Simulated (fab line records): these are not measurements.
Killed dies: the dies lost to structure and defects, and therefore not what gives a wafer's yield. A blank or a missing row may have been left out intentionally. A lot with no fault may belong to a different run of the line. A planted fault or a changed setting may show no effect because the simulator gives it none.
Chamber matching | flow n5_finfet | N5_BEOL_M4_CO_CAP_55 on cvd_co-01 has 3 sister chambers
The step material Co, precursor CCTBA/H2, target thk 2 nm, time 102.1 s. 3 wafers are shown with their chamber, then 8 later ones without.

== WAFERS, EACH WITH ITS CHAMBER ==
wafer  | chamber | heater_power_w (W)
L282.1 | 2       | 230
L282.5 | 1       | 224
L281.1 | 0       | 242

== WAFERS WITH NO CHAMBER GIVEN ==
wafer  | heater_power_w (W)
L281.3 | 224
L281.5 | 227
L289.2 | 228
L289.5 | 239
L289.6 | 238
L288.2 | 233
L288.3 | 228
L288.6 | 232

== CHAMBER TAKEN BY EACH ==
wafer  | from the rows above     | in truth
L281.3 | 1                       | 1
L281.5 | can't be placed: 1 or 2 | 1
L289.2 | can't be placed: 2 or 1 | 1
L289.5 | 0                       | 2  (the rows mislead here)
L289.6 | can't be placed: 0 or 2 | 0
L288.2 | 2                       | 2
L288.3 | can't be placed: 2 or 1 | 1
L288.6 | 2                       | 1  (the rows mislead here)
Correct placement for 2 of the 8. From these rows, 4 cannot be placed; in 4 the true chamber is one of the candidates. 2 placed wrongly.
How it was worked out, from the rows above alone: a wafer's distance from a chamber is the root of the sum, over the readings, of the square of ((its reading less the chamber's mean) divided by the reading's scatter). The wafer belongs to the nearest chamber; if the next one is less than 2 further off, it can't be placed. The mean given for a chamber averages the wafers shown for that chamber. The scatter: with one shown wafer a chamber, the root of the mean of the squares of how far each hidden wafer lies from its nearest shown one.
